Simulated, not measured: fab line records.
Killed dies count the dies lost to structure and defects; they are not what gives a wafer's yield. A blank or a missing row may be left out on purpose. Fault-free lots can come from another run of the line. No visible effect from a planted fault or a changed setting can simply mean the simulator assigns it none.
fab line records ; flow n5-finfet
record: lots: 7; wafers: 39
route steps=1938 shown ZERO_LAYER@4 FIN_SAQP@138 SD_EPI_N@278 DUMMY_REMOVAL@382 MOL_CONTACT_COAG@542 BEOL_M0_SAQP@652 BEOL_M2@883 BEOL_M3@980 BEOL_M4@1111
start-h: hours from the record's first day to the start of the lot's first wafer shown ; wait-h: time in hours since the lot's previous step ; " identical to the entry in the row above ; L1.1+2: a single row standing in for several wafers ; - no value, or no start given ; * or withheld: withheld ; < > ~ a bound
route shown NAME@n: names a module that has steps shown in the file, with the first one's number in the route ; usual: average and standard deviation across the fault-free wafers ; same: alike in all rows ; chamber/n: place in a boat ; sites: readings site by site ; _std_site: their standard deviation ; _edge_site: inner sites' mean taken away from outer sites' mean ; radius-mm: for every site, how far away it sits from the centre of the wafer ; mask NAME#n: copy n ; behind: tool/chamber where the wafer was last shaped ; hold: why the lot went on hold/how many hours it stayed there/how the hold came to an end ; device: names the non-switching transistor (n, p or np) ; end of line: tests of these same wafers at the route's end ; step lacking rows: just its recipe ; killed: dies that structure and defects cost at the first sort, which is not the same as the wafer's yield ; map: dies across one wafer; x = killed, . = not, _ = none there
set.NAME: setting as actually run; set.NAME@STEP: the setting as run at that earlier step ; model.NAME: the simulator's own value behind a step, which no gauge read
one table per step and one row per wafer, for lots whose settings were changed on purpose
== steps ==
step: N5_ZERO_LAYER_PECVD_02
recipe: material: SiO2; target-thk-a: 100; temp-c: 400; precursor: SiH4/N2O; pressure-torr: 0.75; rf-w: 275; time-s: 6
step: N5_FIN_SAQP_SPACER2_ALD_28
recipe: material: SiO2; target-thk-a: 81; temp-c: 300; ald-precursor-family: BDEAS; ald-co-reactant: O2-plasma; pulse-time-s: 1; purge-time-s: 2; co-reactant-purge-time-s: 2; pressure-torr: 2
step: N5_SD_EPI_N_ETCH_45
recipe: chemistry: CH3F/O2; target: SiOCN; target-depth-a: 60; mask-material: SOC; ion-energy-ev: 60; bias-w: 29; pressure-mtorr: 15; source-w: 410; Ar_flow_sccm: 150; CH3F_flow_sccm: 30; O2_flow_sccm: 20
step: N5_DUMMY_REMOVAL_PRECLEAN_08
recipe: chemistry: NF3:NH3; afs-cycles: 2; temp-c: 30; time-s: 20; sublimation-temp-c: 180; sublimation-time-s: 60; pressure-torr: 3; rf-power-w: 30
step: N5_MOL_CONTACT_COAG_PRECLEAN_111
recipe: chemistry: NF3:NH3; afs-cycles: 1; temp-c: 30; time-s: 20; sublimation-temp-c: 180; sublimation-time-s: 60; pressure-torr: 3; rf-power-w: 30
step: N5_BEOL_M0_SAQP_DESCUM_19
recipe: chemistry: O2; time-s: 7.9; source-power-w: 50; bias-power-w: 20; pressure-mtorr: 20; rf-frequency-hz: 2.712e+07; temp-c: 40; resist: CAR-ArF; o2-flow-sccm: 225
step: N5_BEOL_M2_ETCHBACK_99
recipe: chemistry: CHF3; target: SiO2; target-depth-a: 50; time-s: 10.4; source-w: 215; bias-w: 47; Ar_flow_sccm: 200; CHF3_flow_sccm: 12; ion-energy-ev: 100; pressure-mtorr: 30
step: N5_BEOL_M3_TRENCH_ETCH_37
recipe: chemistry: C4F6/O2; target-depth-a: 555.55; target: SiOC; time-s: 29.2; ion-energy-ev: 250; pressure-mtorr: 30; source-w: 355; bias-w: 185; Ar_flow_sccm: 300; C4F6_flow_sccm: 10; O2_flow_sccm: 10
step: N5_BEOL_M4_RC_MEAS_101
usual: CJ_N: 4.34/0.11; DIBL_P: 37.3/2.3; EOT_N: 10.55/0.094; EOT_P: 10.50/0.095; IGATE_N: 0.0122/0.0018; IGATE_P: 0.0037/0.00055; RS_PWELL: 3009/26; VT_N: 249/3.6; VT_N_LVT: 97/3.7; VT_P_LVT: -97.4/2.8
lot.wafer;tool;chamber;start-h;wait-h;set.time-s@ZERO_LAYER_PECVD_02;set.target-thk-a@FIN_SAQP_SPACER2_ALD_28;set.target-depth-a@SD_EPI_N_ETCH_45;set.time-s@DUMMY_REMOVAL_PRECLEAN_08;set.time-s@MOL_CONTACT_COAG_PRECLEAN_111;set.time-s@BEOL_M0_SAQP_DESCUM_19;set.target-depth-a@BEOL_M2_ETCHBACK_99;set.target-depth-a@BEOL_M3_TRENCH_ETCH_37;CJ_N;DIBL_P[mV/V];EOT_N;EOT_P;IGATE_N[nA/um];IGATE_P[nA/um];RS_PWELL[ohm/sq];VT_N[mV];VT_N_LVT[mV];VT_P_LVT[mV]
L075.1;prober-01;0;185.02;0.0;6;81;60;20;9.067;3.201;66.58;443.5;4.28;34.0;10.40;10.47;0.0147;0.0045;3021;249;98;-99.0
L075.2;prober-01;0;185.02;0.0;6;110.7;79.94;20;20;7.9;66.58;555.55;4.21;58.7;10.27;10.32;0.0179;0.0054;3013;206;57;-75.1
L075.3;prober-01;0;185.02;0.0;6;110.7;79.94;20;9.067;3.201;50;555.55;4.21;61.5;10.34;10.38;0.0157;0.0048;3024;208;56;-72.3
L075.4;prober-01;0;185.02;0.0;6;110.7;60;20;9.067;7.9;50;555.55;4.30;64.7;10.41;10.26;0.0187;0.0057;3013;200;49;-67.9
L075.5;prober-01;0;185.02;0.0;6;81;79.94;20;20;3.201;50;443.5;4.28;36.3;10.43;10.37;0.0163;0.0049;2992;245;95;-97.4
L075.6;prober-01;0;185.02;0.0;6;81;60;20;20;7.9;66.58;443.5;4.24;35.1;10.47;10.43;0.0143;0.0044;3003;250;100;-99.9
L078.1;prober-02;0;202.25;0.0;7.993;81;60;20;20;11.87;62.15;555.55;4.45;34.9;10.51;10.33;0.0134;0.0041;3043;251;100;-98.3
L078.2;prober-02;0;202.25;0.0;6;81;60;20;31.33;7.9;50;555.55;4.27;31.9;10.54;10.38;0.0122;0.0037;3013;255;101;-101.1
L078.3;prober-02;0;202.25;0.0;7.993;81;60;13.55;20;7.9;62.15;555.55;4.44;37.9;10.84;10.68;0.0081;0.0025;3037;248;96;-96.8
L078.4;prober-02;0;202.25;0.0;6;81;73.02;13.55;20;11.87;50;812.1;4.23;32.9;10.97;10.74;0.0073;0.0022;2997;251;98;-100.3
L078.5;prober-02;0;202.25;0.0;6;81;73.02;13.55;31.33;7.9;62.15;812.1;4.22;32.9;10.83;10.74;0.0079;0.0024;3007;253;99;-99.7
L078.6;prober-02;0;202.25;0.0;7.993;81;73.02;20;31.33;11.87;50;812.1;4.49;31.9;10.54;10.48;0.0103;0.0031;3058;256;101;-101.7
L089.1;prober-02;0;261.09;0.0;6;59.27;60;11.06;20;11.12;42.4;555.55;4.22;24.8;11.69;11.65;0.0033;0.0010;2977;279;125;-118.0
L089.2;prober-02;0;261.09;0.0;6;81;46.79;20;20;7.9;50;555.55;4.14;36.9;10.65;10.62;0.0098;0.0029;2968;253;99;-101.5
L089.3;prober-02;0;261.09;0.0;6;81;46.79;11.06;20;11.12;50;555.55;4.38;42.7;11.72;11.76;0.0032;0.0010;2987;246;95;-98.1
L089.4;prober-02;0;261.09;0.0;3.543;81;60;20;20;11.12;42.4;555.55;3.94;36.5;10.58;10.62;0.0102;0.0030;2884;249;99;-102.8
L089.5;prober-02;0;261.09;0.0;3.543;59.27;46.79;11.06;20;7.9;42.4;555.55;3.92;22.8;11.82;11.69;0.0033;0.0010;2920;278;128;-118.9
L089.6;prober-02;0;261.09;0.0;3.543;59.27;60;20;20;7.9;50;555.55;3.91;18.7;10.51;10.58;0.0120;0.0036;2936;281;131;-121.7
L086.1;prober-01;0;261.95;0.2;7.229;81;86.37;20;16.6;4.921;32.2;555.55;4.51;41.6;10.51;10.65;0.0105;0.0031;2993;239;91;-95.0
L086.2;prober-01;0;261.95;0.2;7.229;81;86.37;20;20;7.9;50;555.55;4.49;41.4;10.37;10.44;0.0132;0.0039;3025;244;93;-95.1
L086.3;prober-01;0;261.95;0.2;6;81;60;20;16.6;4.921;50;555.55;4.42;43.0;10.42;10.46;0.0126;0.0037;2971;241;91;-93.7
L086.4;prober-01;0;261.95;0.2;6;81;60;20;20;7.9;32.2;555.55;4.44;38.8;10.62;10.69;0.0108;0.0032;3012;249;97;-97.2
L086.5;prober-01;0;261.95;0.2;7.229;81;60;20;16.6;7.9;32.2;555.55;4.55;39.4;10.50;10.46;0.0142;0.0043;3015;244;95;-97.1
L086.6;prober-01;0;261.95;0.2;6;81;86.37;20;20;4.921;50;555.55;4.29;41.2;10.56;10.60;0.0113;0.0034;2991;243;92;-95.4
L088.1;prober-01;0;268.92;0.0;6;104.4;86.54;9.155;31.38;7.9;50;373.3;4.27;64.0;13.04;13.04;0.0008;0.0002;3043;208;53;-67.7
L088.2;prober-01;0;268.92;0.0;3.796;104.4;60;20;31.38;7.9;50;555.55;4.05;60.8;10.49;10.39;0.0156;0.0046;2985;211;56;-72.3
L088.3;prober-01;0;268.92;0.0;3.796;104.4;86.54;9.155;20;11.52;50;373.3;4.08;67.8;13.00;12.96;0.0007;0.0002;3000;203;50;-65.6
L088.4;prober-01;0;268.92;0.0;6;81;60;20;20;11.52;71.1;373.3;4.33;39.0;10.60;10.58;0.0117;0.0034;3036;248;91;-95.2
L088.5;prober-01;0;268.92;0.0;6;81;60;9.155;31.38;11.52;71.1;555.55;4.41;47.1;13.04;12.88;0.0007;0.0002;3053;242;88;-87.2
L088.6;prober-01;0;268.92;0.0;3.796;81;86.54;20;20;7.9;71.1;555.55;3.96;38.0;10.56;10.58;0.0106;0.0031;3000;246;93;-96.1
L090.1;prober-02;0;270.93;0.0;6;81;60;20;20;7.9;50;555.55;4.26;38.3;10.48;10.51;0.0106;0.0032;2992;248;97;-96.2
L090.5;prober-02;0;270.93;0.0;6;81;60;20;20;7.9;50;555.55;4.24;42.2;10.44;10.46;0.0132;0.0040;2981;243;93;-92.0
L090.6;prober-02;0;270.93;0.0;6;81;60;20;20;7.9;50;555.55;4.09;37.3;10.71;10.54;0.0109;0.0033;2985;252;102;-99.1
L093.1;prober-01;0;308.36;0.4;6;81;83.2;26.64;20;7.9;66.47;555.55;4.48;36.1;10.46;10.58;0.0116;0.0036;2982;253;102;-103.7
L093.2;prober-01;0;308.36;0.4;6;48.92;83.2;20;20;7.9;50;555.55;4.25;11.5;10.64;10.56;0.0110;0.0033;3020;300;146;-131.4
L093.3;prober-01;0;308.36;0.4;7.661;48.92;83.2;26.64;9.233;10.3;50;780;4.57;11.0;10.53;10.47;0.0117;0.0036;3046;298;150;-131.0
L093.4;prober-01;0;308.36;0.4;6;81;60;26.64;9.233;10.3;66.47;555.55;4.32;35.2;10.60;10.58;0.0114;0.0034;2996;253;104;-104.2
L093.5;prober-01;0;308.36;0.4;7.661;48.92;60;20;9.233;7.9;66.47;780;4.64;11.4;10.67;10.61;0.0100;0.0031;3042;301;147;-130.8
L093.6;prober-01;0;308.36;0.4;7.661;81;60;20;20;10.3;50;780;4.49;35.2;10.56;10.48;0.0123;0.0037;3070;256;103;-104.2
== key ==
split: step: N5_ZERO_LAYER_PECVD_02; setting: time-s; stated-as: 6
response: step: N5_BEOL_M4_RC_MEAS_101; reading: CJ_N; slope: +0.0071; per: 1%; together-with: all; explained: 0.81
response: step: N5_BEOL_M4_RC_MEAS_101; reading: RS_PWELL; slope: +1.36; per: 1%; together-with: all; explained: 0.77
split: step: N5_FIN_SAQP_SPACER2_ALD_28; setting: target-thk-a; stated-as: 81
response: step: N5_BEOL_M4_RC_MEAS_101; reading: VT_N_LVT; slope: -1.19; per: 1%; together-with: all; explained: 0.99
response: step: N5_BEOL_M4_RC_MEAS_101; reading: VT_N; slope: -1.19; per: 1%; together-with: all; explained: 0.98
response: step: N5_BEOL_M4_RC_MEAS_101; reading: VT_P_LVT; slope: +0.739; per: 1%; together-with: all; explained: 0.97
response: step: N5_BEOL_M4_RC_MEAS_101; reading: DIBL_P; slope: +0.687; per: 1%; together-with: all; explained: 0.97
split: step: N5_SD_EPI_N_ETCH_45; setting: target-depth-a; stated-as: 60
response none clear
split: step: N5_DUMMY_REMOVAL_PRECLEAN_08; setting: time-s; stated-as: 20
response: step: N5_BEOL_M4_RC_MEAS_101; reading: EOT_N; slope: -0.0278; per: 1%; together-with: all; explained: 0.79
response: step: N5_BEOL_M4_RC_MEAS_101; reading: EOT_P; slope: -0.0267; per: 1%; together-with: all; explained: 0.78
response: step: N5_BEOL_M4_RC_MEAS_101; reading: IGATE_N; slope: +0.00016; per: 1%; together-with: all; explained: 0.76
response: step: N5_BEOL_M4_RC_MEAS_101; reading: IGATE_P; slope: +4.74e-05; per: 1%; together-with: all; explained: 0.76
split: step: N5_MOL_CONTACT_COAG_PRECLEAN_111; setting: time-s; stated-as: 20
response none clear
split: step: N5_BEOL_M0_SAQP_DESCUM_19; setting: time-s; stated-as: 7.9
response none clear
split: step: N5_BEOL_M2_ETCHBACK_99; setting: target-depth-a; stated-as: 50
response none clear
split: step: N5_BEOL_M3_TRENCH_ETCH_37; setting: target-depth-a; stated-as: 555.55
response none clear
